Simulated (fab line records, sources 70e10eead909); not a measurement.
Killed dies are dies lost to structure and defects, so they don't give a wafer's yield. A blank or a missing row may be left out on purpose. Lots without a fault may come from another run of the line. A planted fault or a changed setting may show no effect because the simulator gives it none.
Which tool did it? | flow nand_harc | 12 lots, 36 wafers sampled, at 5 steps of a route of 1159

WHAT THE GAUGES READ, wafer by wafer
NHARC_A_M1_OVL_MEAS_10: pitch 240 nm.
lot  | measured     | on         | overlay_x_nm (nm)
L078 | day 18 04:12 | overlay-02 | -0.6 -0.5 -0.8
L076 | day 18 07:55 | overlay-01 | 0.5 0.5 0.4
L079 | day 19 01:18 | overlay-02 | -0.4 -0.4 -0.3
L080 | day 19 13:36 | overlay-02 | 1.0 0.5 1.0
L084 | day 20 11:31 | overlay-01 | -1.2 -0.9 -0.6
L088 | day 21 14:25 | overlay-02 | -1.2 -1.5 -0.8
L087 | day 21 23:39 | overlay-01 | 0.1 0.0 0.4
L090 | day 22 05:23 | overlay-02 | 1.7 0.3 1.2
L091 | day 22 12:57 | overlay-02 | -1.0 -0.8 -0.2
L092 | day 23 01:04 | overlay-01 | -0.7 0.0 0.5
L094 | day 23 04:09 | overlay-02 | 0.5 0.4 -0.1
L096 | day 23 09:41 | overlay-02 | -0.3 -0.5 -0.1

WHICH TOOL RAN EACH LOT (tool, then ch and the chambers of the sampled wafers, then the start)
lot  | NHARC_A_CONTACT_ETCH_130             | NHARC_A_CONTACT_ETCH_132             | NHARC_A_CONTACT_ETCH_139             | NHARC_A_CONTACT_ALD_18
L078 | har_cap_etch-01 ch 0,1, day 17 03:29 | har_cap_etch-01 ch 0,1, day 17 03:46 | har_cap_etch-01 ch 0,1, day 17 11:05 | ald_metal-02 ch 0,1,2, day 17 13:11
L076 | har_cap_etch-03 ch 0,1, day 17 13:41 | har_cap_etch-03 ch 0,1, day 17 13:59 | har_cap_etch-02 ch 0,1, day 17 19:42 | ald_metal-03 ch 2, day 17 21:14
L079 | har_cap_etch-03 ch 0,1, day 18 02:53 | har_cap_etch-03 ch 0,1, day 18 03:11 | har_cap_etch-03 ch 0,1, day 18 09:52 | ald_metal-02 ch 0,1,3, day 18 11:35
L080 | har_cap_etch-02 ch 0,1, day 18 16:19 | har_cap_etch-02 ch 0,1, day 18 16:37 | har_cap_etch-01 ch 0,1, day 19 01:30 | ald_metal-03 ch 1,2,3, day 19 03:10
L084 | har_cap_etch-02 ch 0,1, day 19 05:55 | har_cap_etch-02 ch 0,1, day 19 06:11 | har_cap_etch-02 ch 0,1, day 19 11:56 | ald_metal-02 ch 0,2,3, day 19 13:38
L088 | har_cap_etch-03 ch 0,1, day 20 10:25 | har_cap_etch-03 ch 0,1, day 20 10:43 | har_cap_etch-01 ch 0,1, day 20 19:14 | ald_metal-02 ch 1,2,3, day 20 20:48
L087 | har_cap_etch-03 ch 0,1, day 20 17:16 | har_cap_etch-03 ch 0,1, day 20 17:33 | har_cap_etch-02 ch 0,1, day 21 00:08 | ald_metal-03 ch 0,2,3, day 21 01:41
L090 | har_cap_etch-01 ch 0,1, day 21 04:04 | har_cap_etch-01 ch 0,1, day 21 04:21 | har_cap_etch-02 ch 0,1, day 21 13:50 | ald_metal-03 ch 1,2,3, day 21 15:34
L091 | har_cap_etch-03 ch 1, day 21 16:46   | har_cap_etch-03 ch 1, day 21 17:03   | har_cap_etch-03 ch 0,1, day 22 00:48 | ald_metal-01 ch 0,3, day 22 02:31
L092 | har_cap_etch-02 ch 0,1, day 21 23:55 | har_cap_etch-02 ch 0,1, day 22 00:11 | har_cap_etch-03 ch 0, day 22 08:52   | ald_metal-01 ch 0,1,3, day 22 10:36
L094 | har_cap_etch-01 ch 0,1, day 22 04:55 | har_cap_etch-01 ch 0,1, day 22 05:12 | har_cap_etch-02 ch 0,1, day 22 11:20 | ald_metal-03 ch 0,1, day 22 13:01
L096 | har_cap_etch-03 ch 0,1, day 22 11:19 | har_cap_etch-03 ch 0,1, day 22 11:35 | har_cap_etch-03 ch 0,1, day 22 18:22 | ald_metal-01 ch 0,1,3, day 22 19:58
- NHARC_A_CONTACT_ETCH_130: etches the open film in C4F8/O2/Ar, time 155 s, target depth 956 nm.
- NHARC_A_CONTACT_ETCH_132: etches the open film in C4F8/O2/Ar, time 156 s, target depth 958 nm.
- NHARC_A_CONTACT_ETCH_139: etches the open film in C4F8/O2/Ar, time 137 s, target depth 590 nm.
- NHARC_A_CONTACT_ALD_18: deposits TiN, target thk 3 nm, pulse time 1 s, ald cycles 150.

THE ANSWER, worked out from the rows above alone
Rule: what is usual is taken from the lots themselves. Put in order of their means at a reading, lots are off if they are a third of the lots or fewer, leave a main group of 4 or more, and stand apart from it by a gap of 3 or more times the standard deviation of the main group's means; of several such gaps the widest counts. A main group whose means are all the same, to the digits that the tables above print for the reading, isn't used. A lot without any number at a reading at which 4 lots or more have one is off too. The other lots that the step has rows for count as sound.
No lot is off at any reading shown: from this, nothing can be told.

WHAT THE SIMULATOR HAD PUT IN
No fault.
